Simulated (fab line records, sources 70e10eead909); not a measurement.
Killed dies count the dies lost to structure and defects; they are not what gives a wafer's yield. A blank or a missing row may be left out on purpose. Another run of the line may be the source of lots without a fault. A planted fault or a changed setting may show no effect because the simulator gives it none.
fab line records :: flow nandHarc
record:
  lots: 6
  wafers: 16
  lastDay: 33
route steps=1302 shown A_ONON_D1@430
lots that met no fault: from a run of the same line without faults
startH: the number of hours between the record's first day and the start of the first shown wafer of the lot :: waitH: hours since the lot's step before :: " same as the row above :: L1.1+2: several wafers, shown together as one row :: - no value, or no start was given :: * or withheld: withheld :: < > ~ a bound
route shown NAME@n: names a module that has steps shown in the file, with the first one's number in the route :: usual: mean and standard deviation over wafers with no fault :: same: alike in all rows :: chamber/n: place in a boat :: sites: per-site readings :: _std_site: standard deviation of those values :: _edge_site: outer sites' mean less inner sites' :: radiusMm: for every site, how far away it sits from the centre of the wafer :: mask NAME#n: copy n :: behind: the last tool/chamber to shape the wafer :: hold: reason for holding the lot/hours on hold/outcome of the hold :: device: whichever transistor did not switch (one of n, p or np) :: end of line: the route-end tests of the same wafers :: a step without rows: its recipe alone :: killed: the dies lost at the first sort to structure and to defects; this is not the yield of the wafer :: map: dies across one wafer; x = killed, . = not, _ = none there
set.NAME: the setting as run; set.NAME@STEP: as run at that earlier step :: model.NAME: the simulator's own value behind a step, which no gauge read
lots at some steps of the route; a table a step, a row a wafer
services: when a tool's chamber went out of use (startH, in hours from the record's first day, below 0 if earlier), for how many hours, and the reason
== steps ==
step: NHARC_A_ONON_D1_DEP_09
recipe:
  targetThkA: 10000
  n2FlowSccm: 2750
  n2oFlowSccm: 2000
  nh3FlowSccm: 500
  sih4FlowSccm: 210
  tempC: 400
step: NHARC_A_ONON_D1_THK_MEAS_11
recipe:
  thkMeasGauge: ellipsometry
usual:
  thkNm: 997/11
lot.wafer: L132.2
tool: filmMetro-01
chamber: -
startH: 208.76
waitH: -
thkNm: 1011

lot.wafer: L132.4
tool: filmMetro-01
chamber: -
startH: 208.76
waitH: -
thkNm: 1011

lot.wafer: L132.5
tool: filmMetro-01
chamber: -
startH: 208.76
waitH: -
thkNm: 1010

lot.wafer: L136.3
tool: filmMetro-02
chamber: -
startH: 248.60
waitH: -
thkNm: 992

lot.wafer: L136.4
tool: filmMetro-02
chamber: -
startH: 248.60
waitH: -
thkNm: 993

lot.wafer: L136.6
tool: filmMetro-02
chamber: -
startH: 248.60
waitH: -
thkNm: 993

lot.wafer: L144.1
tool: filmMetro-01
chamber: -
startH: 325.61
waitH: -
thkNm: 988

lot.wafer: L144.4
tool: filmMetro-01
chamber: -
startH: 325.61
waitH: -
thkNm: 986

lot.wafer: L144.6
tool: filmMetro-01
chamber: -
startH: 325.61
waitH: -
thkNm: 987

lot.wafer: L145.1
tool: filmMetro-02
chamber: -
startH: 334.46
waitH: -
thkNm: 1014

lot.wafer: L145.3
tool: filmMetro-02
chamber: -
startH: 334.46
waitH: -
thkNm: 1016

lot.wafer: L146.1
tool: filmMetro-02
chamber: -
startH: 344.68
waitH: -
thkNm: 1000

lot.wafer: L146.6
tool: filmMetro-02
chamber: -
startH: 344.68
waitH: -
thkNm: 998

lot.wafer: L151.3
tool: filmMetro-01
chamber: -
startH: 390.45
waitH: -
thkNm: 1031

lot.wafer: L151.5
tool: filmMetro-01
chamber: -
startH: 390.45
waitH: -
thkNm: 1030

lot.wafer: L151.6
tool: filmMetro-01
chamber: -
startH: 390.45
waitH: -
thkNm: 1030
step: NHARC_A_ONON_D1_DEP_12
recipe:
  targetThkA: 10000
  n2FlowSccm: 2750
  n2oFlowSccm: 2000
  nh3FlowSccm: 500
  sih4FlowSccm: 210
  tempC: 400
step: NHARC_A_ONON_D1_THK_MEAS_14
recipe:
  thkMeasGauge: ellipsometry
usual:
  thkNm: 1004/9.3
lot.wafer: L132.2
tool: filmMetro-01
chamber: -
startH: 209.32
waitH: -
thkNm: 994

lot.wafer: L132.4
tool: filmMetro-01
chamber: -
startH: 209.32
waitH: -
thkNm: 994

lot.wafer: L132.5
tool: filmMetro-01
chamber: -
startH: 209.32
waitH: -
thkNm: 993

lot.wafer: L136.3
tool: filmMetro-01
chamber: -
startH: 249.17
waitH: -
thkNm: 1002

lot.wafer: L136.4
tool: filmMetro-01
chamber: -
startH: 249.17
waitH: -
thkNm: 1002

lot.wafer: L136.6
tool: filmMetro-01
chamber: -
startH: 249.17
waitH: -
thkNm: 1001

lot.wafer: L144.1
tool: filmMetro-01
chamber: -
startH: 326.18
waitH: -
thkNm: 1003

lot.wafer: L144.4
tool: filmMetro-01
chamber: -
startH: 326.18
waitH: -
thkNm: 1003

lot.wafer: L144.6
tool: filmMetro-01
chamber: -
startH: 326.18
waitH: -
thkNm: 1002

lot.wafer: L145.1
tool: filmMetro-02
chamber: -
startH: 335.03
waitH: -
thkNm: 1006

lot.wafer: L145.3
tool: filmMetro-02
chamber: -
startH: 335.03
waitH: -
thkNm: 1004

lot.wafer: L146.1
tool: filmMetro-02
chamber: -
startH: 345.24
waitH: -
thkNm: 994

lot.wafer: L146.6
tool: filmMetro-02
chamber: -
startH: 345.24
waitH: -
thkNm: 993

lot.wafer: L151.3
tool: filmMetro-02
chamber: -
startH: 391.01
waitH: -
thkNm: 993

lot.wafer: L151.5
tool: filmMetro-02
chamber: -
startH: 391.01
waitH: -
thkNm: 990

lot.wafer: L151.6
tool: filmMetro-02
chamber: -
startH: 391.01
waitH: -
thkNm: 992
step: NHARC_A_ONON_D1_ANNEAL_15
recipe:
  tempC: 750
  timeS: 3600
step: NHARC_A_ONON_D1_DEP_16
recipe:
  targetThkA: 10000
  n2FlowSccm: 2750
  n2oFlowSccm: 2000
  nh3FlowSccm: 500
  sih4FlowSccm: 210
  tempC: 400
step: NHARC_A_ONON_D1_THK_MEAS_18
recipe:
  thkMeasGauge: ellipsometry
usual:
  thkNm: 1002/9
lot.wafer: L132.2
tool: filmMetro-02
chamber: -
startH: 217.11
waitH: -
thkNm: 988

lot.wafer: L132.4
tool: filmMetro-02
chamber: -
startH: 217.11
waitH: -
thkNm: 988

lot.wafer: L132.5
tool: filmMetro-02
chamber: -
startH: 217.11
waitH: -
thkNm: 988

lot.wafer: L136.3
tool: filmMetro-01
chamber: -
startH: 256.99
waitH: -
thkNm: 997

lot.wafer: L136.4
tool: filmMetro-01
chamber: -
startH: 256.99
waitH: -
thkNm: 997

lot.wafer: L136.6
tool: filmMetro-01
chamber: -
startH: 256.99
waitH: -
thkNm: 996

lot.wafer: L144.1
tool: filmMetro-02
chamber: -
startH: 333.72
waitH: -
thkNm: 1008

lot.wafer: L144.4
tool: filmMetro-02
chamber: -
startH: 333.72
waitH: -
thkNm: 1005

lot.wafer: L144.6
tool: filmMetro-02
chamber: -
startH: 333.72
waitH: -
thkNm: 1007

lot.wafer: L145.1
tool: filmMetro-02
chamber: -
startH: 343.11
waitH: -
thkNm: 1001

lot.wafer: L145.3
tool: filmMetro-02
chamber: -
startH: 343.11
waitH: -
thkNm: 999

lot.wafer: L146.1
tool: filmMetro-02
chamber: -
startH: 352.85
waitH: -
thkNm: 997

lot.wafer: L146.6
tool: filmMetro-02
chamber: -
startH: 352.85
waitH: -
thkNm: 999

lot.wafer: L151.3
tool: filmMetro-02
chamber: -
startH: 403.05
waitH: -
thkNm: 1006

lot.wafer: L151.5
tool: filmMetro-02
chamber: -
startH: 403.05
waitH: -
thkNm: 1008

lot.wafer: L151.6
tool: filmMetro-02
chamber: -
startH: 403.05
waitH: -
thkNm: 1007
step: NHARC_A_ONON_D1_DEP_19
recipe:
  targetThkA: 10000
  n2FlowSccm: 2750
  n2oFlowSccm: 2000
  nh3FlowSccm: 500
  sih4FlowSccm: 210
  tempC: 400
step: NHARC_A_ONON_D1_THK_MEAS_21
recipe:
  thkMeasGauge: ellipsometry
usual:
  thkNm: 1002/10
lot.wafer: L132.2
tool: filmMetro-01
chamber: -
startH: 217.67
waitH: -
thkNm: 1021

lot.wafer: L132.4
tool: filmMetro-01
chamber: -
startH: 217.67
waitH: -
thkNm: 1019

lot.wafer: L132.5
tool: filmMetro-01
chamber: -
startH: 217.67
waitH: -
thkNm: 1020

lot.wafer: L136.3
tool: filmMetro-02
chamber: -
startH: 257.55
waitH: -
thkNm: 1008

lot.wafer: L136.4
tool: filmMetro-02
chamber: -
startH: 257.55
waitH: -
thkNm: 1006

lot.wafer: L136.6
tool: filmMetro-02
chamber: -
startH: 257.55
waitH: -
thkNm: 1009

lot.wafer: L144.1
tool: filmMetro-02
chamber: -
startH: 334.29
waitH: -
thkNm: 986

lot.wafer: L144.4
tool: filmMetro-02
chamber: -
startH: 334.29
waitH: -
thkNm: 985

lot.wafer: L144.6
tool: filmMetro-02
chamber: -
startH: 334.29
waitH: -
thkNm: 985

lot.wafer: L145.1
tool: filmMetro-02
chamber: -
startH: 343.68
waitH: -
thkNm: 997

lot.wafer: L145.3
tool: filmMetro-02
chamber: -
startH: 343.68
waitH: -
thkNm: 997

lot.wafer: L146.1
tool: filmMetro-02
chamber: -
startH: 353.42
waitH: -
thkNm: 1000

lot.wafer: L146.6
tool: filmMetro-02
chamber: -
startH: 353.42
waitH: -
thkNm: 1000

lot.wafer: L151.3
tool: filmMetro-01
chamber: -
startH: 403.62
waitH: -
thkNm: 986

lot.wafer: L151.5
tool: filmMetro-01
chamber: -
startH: 403.62
waitH: -
thkNm: 987

lot.wafer: L151.6
tool: filmMetro-01
chamber: -
startH: 403.62
waitH: -
thkNm: 984
step: NHARC_A_ONON_D1_DEP_22
recipe:
  targetThkA: 10000
  n2FlowSccm: 2750
  n2oFlowSccm: 2000
  nh3FlowSccm: 500
  sih4FlowSccm: 210
  tempC: 400
step: NHARC_A_ONON_D1_THK_MEAS_24
recipe:
  thkMeasGauge: ellipsometry
usual:
  thkNm: 997/9
lot.wafer: L132.2
tool: filmMetro-02
chamber: -
startH: 218.25
waitH: -
thkNm: 997

lot.wafer: L132.4
tool: filmMetro-02
chamber: -
startH: 218.25
waitH: -
thkNm: 997

lot.wafer: L132.5
tool: filmMetro-02
chamber: -
startH: 218.25
waitH: -
thkNm: 998

lot.wafer: L136.3
tool: filmMetro-02
chamber: -
startH: 258.12
waitH: -
thkNm: 987

lot.wafer: L136.4
tool: filmMetro-02
chamber: -
startH: 258.12
waitH: -
thkNm: 988

lot.wafer: L136.6
tool: filmMetro-02
chamber: -
startH: 258.12
waitH: -
thkNm: 989

lot.wafer: L144.1
tool: filmMetro-02
chamber: -
startH: 334.85
waitH: -
thkNm: 994

lot.wafer: L144.4
tool: filmMetro-02
chamber: -
startH: 334.85
waitH: -
thkNm: 998

lot.wafer: L144.6
tool: filmMetro-02
chamber: -
startH: 334.85
waitH: -
thkNm: 994

lot.wafer: L145.1
tool: filmMetro-02
chamber: -
startH: 344.25
waitH: -
thkNm: 1018

lot.wafer: L145.3
tool: filmMetro-02
chamber: -
startH: 344.25
waitH: -
thkNm: 1020

lot.wafer: L146.1
tool: filmMetro-02
chamber: -
startH: 353.98
waitH: -
thkNm: 1002

lot.wafer: L146.6
tool: filmMetro-02
chamber: -
startH: 353.98
waitH: -
thkNm: 1003

lot.wafer: L151.3
tool: filmMetro-02
chamber: -
startH: 404.19
waitH: -
thkNm: 1008

lot.wafer: L151.5
tool: filmMetro-02
chamber: -
startH: 404.19
waitH: -
thkNm: 1006

lot.wafer: L151.6
tool: filmMetro-02
chamber: -
startH: 404.19
waitH: -
thkNm: 1006
step: NHARC_A_ONON_D1_DEP_25
recipe:
  targetThkA: 10000
  n2FlowSccm: 2750
  n2oFlowSccm: 2000
  nh3FlowSccm: 500
  sih4FlowSccm: 210
  tempC: 400
usual:
  n2oFlowSccm: 2000/6.5
  sih4FlowSccm: 210.0/0.56
lot.wafer: L132.2
tool: pecvdOnon-02
chamber: 0
startH: 218.36
waitH: 0.1
n2oFlowSccm: 1994
sih4FlowSccm: 209.3

lot.wafer: L132.4
tool: pecvdOnon-02
chamber: 0
startH: 218.36
waitH: 0.1
n2oFlowSccm: 1993
sih4FlowSccm: 209.0

lot.wafer: L132.5
tool: pecvdOnon-02
chamber: 0
startH: 218.36
waitH: 0.1
n2oFlowSccm: 1992
sih4FlowSccm: 209.7

lot.wafer: L136.3
tool: pecvdOnon-03
chamber: 0
startH: 258.29
waitH: 0.2
n2oFlowSccm: 2001
sih4FlowSccm: 209.5

lot.wafer: L136.4
tool: pecvdOnon-03
chamber: 0
startH: 258.29
waitH: 0.2
n2oFlowSccm: 2005
sih4FlowSccm: 210.4

lot.wafer: L136.6
tool: pecvdOnon-03
chamber: 0
startH: 258.29
waitH: 0.2
n2oFlowSccm: 2000
sih4FlowSccm: 209.7

lot.wafer: L144.1
tool: pecvdOnon-01
chamber: 0
startH: 334.91
waitH: 0.1
n2oFlowSccm: 2001
sih4FlowSccm: 209.6

lot.wafer: L144.4
tool: pecvdOnon-01
chamber: 0
startH: 334.91
waitH: 0.1
n2oFlowSccm: 2003
sih4FlowSccm: 210.6

lot.wafer: L144.6
tool: pecvdOnon-01
chamber: 0
startH: 334.91
waitH: 0.1
n2oFlowSccm: 1991
sih4FlowSccm: 209.2

lot.wafer: L145.1
tool: pecvdOnon-03
chamber: 0
startH: 344.31
waitH: 0.1
n2oFlowSccm: 1993
sih4FlowSccm: 210.0

lot.wafer: L145.3
tool: pecvdOnon-03
chamber: 0
startH: 344.31
waitH: 0.1
n2oFlowSccm: 1995
sih4FlowSccm: 210.2

lot.wafer: L146.1
tool: pecvdOnon-03
chamber: 0
startH: 354.04
waitH: 0.1
n2oFlowSccm: 1999
sih4FlowSccm: 209.5

lot.wafer: L146.6
tool: pecvdOnon-03
chamber: 0
startH: 354.04
waitH: 0.1
n2oFlowSccm: 2005
sih4FlowSccm: 209.6

lot.wafer: L151.3
tool: pecvdOnon-02
chamber: 0
startH: 404.36
waitH: 0.2
n2oFlowSccm: 1994
sih4FlowSccm: 209.7

lot.wafer: L151.5
tool: pecvdOnon-02
chamber: 0
startH: 404.36
waitH: 0.2
n2oFlowSccm: 2008
sih4FlowSccm: 209.9

lot.wafer: L151.6
tool: pecvdOnon-02
chamber: 0
startH: 404.36
waitH: 0.2
n2oFlowSccm: 2003
sih4FlowSccm: 209.8
step: NHARC_A_ONON_D1_THK_MEAS_27
recipe:
  thkMeasGauge: ellipsometry
usual:
  thkNm: 996/12
lot.wafer: L132.2
tool: filmMetro-01
chamber: -
startH: 218.81
waitH: -
thkNm: 977

lot.wafer: L132.4
tool: filmMetro-01
chamber: -
startH: 218.81
waitH: -
thkNm: 978

lot.wafer: L132.5
tool: filmMetro-01
chamber: -
startH: 218.81
waitH: -
thkNm: 979

lot.wafer: L136.3
tool: filmMetro-02
chamber: -
startH: 258.69
waitH: -
thkNm: 1000

lot.wafer: L136.4
tool: filmMetro-02
chamber: -
startH: 258.69
waitH: -
thkNm: 998

lot.wafer: L136.6
tool: filmMetro-02
chamber: -
startH: 258.69
waitH: -
thkNm: 999

lot.wafer: L144.1
tool: filmMetro-02
chamber: -
startH: 335.42
waitH: -
thkNm: 1021

lot.wafer: L144.4
tool: filmMetro-02
chamber: -
startH: 335.42
waitH: -
thkNm: 1019

lot.wafer: L144.6
tool: filmMetro-02
chamber: -
startH: 335.42
waitH: -
thkNm: 1020

lot.wafer: L145.1
tool: filmMetro-02
chamber: -
startH: 344.82
waitH: -
thkNm: 910

lot.wafer: L145.3
tool: filmMetro-02
chamber: -
startH: 344.82
waitH: -
thkNm: 907

lot.wafer: L146.1
tool: filmMetro-02
chamber: -
startH: 354.55
waitH: -
thkNm: 909

lot.wafer: L146.6
tool: filmMetro-02
chamber: -
startH: 354.55
waitH: -
thkNm: 991

lot.wafer: L151.3
tool: filmMetro-01
chamber: -
startH: 404.76
waitH: -
thkNm: 991

lot.wafer: L151.5
tool: filmMetro-01
chamber: -
startH: 404.76
waitH: -
thkNm: 991

lot.wafer: L151.6
tool: filmMetro-01
chamber: -
startH: 404.76
waitH: -
thkNm: 989
step: NHARC_A_ONON_D1_DEP_28
recipe:
  targetThkA: 10000
  n2FlowSccm: 2750
  n2oFlowSccm: 2000
  nh3FlowSccm: 500
  sih4FlowSccm: 210
  tempC: 400
== services ==
tool: pecvdOnon-03
chamber: -
startH: 227.00
hours: 13.0
kind: pm

tool: pecvdOnon-02
chamber: -
startH: 235.84
hours: 0.8
kind: repair

tool: pecvdOnon-01
chamber: -
startH: 250.11
hours: 0.5
kind: repair

tool: pecvdOnon-01
chamber: -
startH: 269.37
hours: 13.0
kind: pm

tool: pecvdOnon-02
chamber: -
startH: 322.64
hours: 1.3
kind: repair

tool: pecvdOnon-02
chamber: -
startH: 366.41
hours: 13.0
kind: pm
== key ==
firstSign:
  step: NHARC_A_ONON_D1_THK_MEAS_27
  reading: thkNm
  direction: down
  sigmas: 7.4
  usual: 996
  struck: 908
effect none on later readings
metAt NHARC_A_ONON_D1_DEP_25
struckWafers L145.1,L145.3,L146.1
sortLeftOut L145.1,L145.3,L146.1
testerLeftOut L145,L146
onsetBetween 258.29 344.31
fault:
  kind: processParameterDrift
  tool: pecvdOnon-03
  chamber: -
  onsetH: 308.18
  steps: NHARC_A_ONON_D1_DEP_25
  channel: targetThkA
  offset: *
  shape: step
  endH: 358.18
  scope: struckWafersOnly
  actsIn: *
  stated: *
testerLeftOut: of these lots the tester's yield and bins aren't shown, on N5 and GAA mostly nor the transistor test; their killed dies are dies lost to structure and defects alone, not to doping, threshold or leakage, so they don't give the yield
sortLeftOut: the simulated sort isn't trusted on such a fault, so these wafers' sort isn't shown, and their yield isn't known
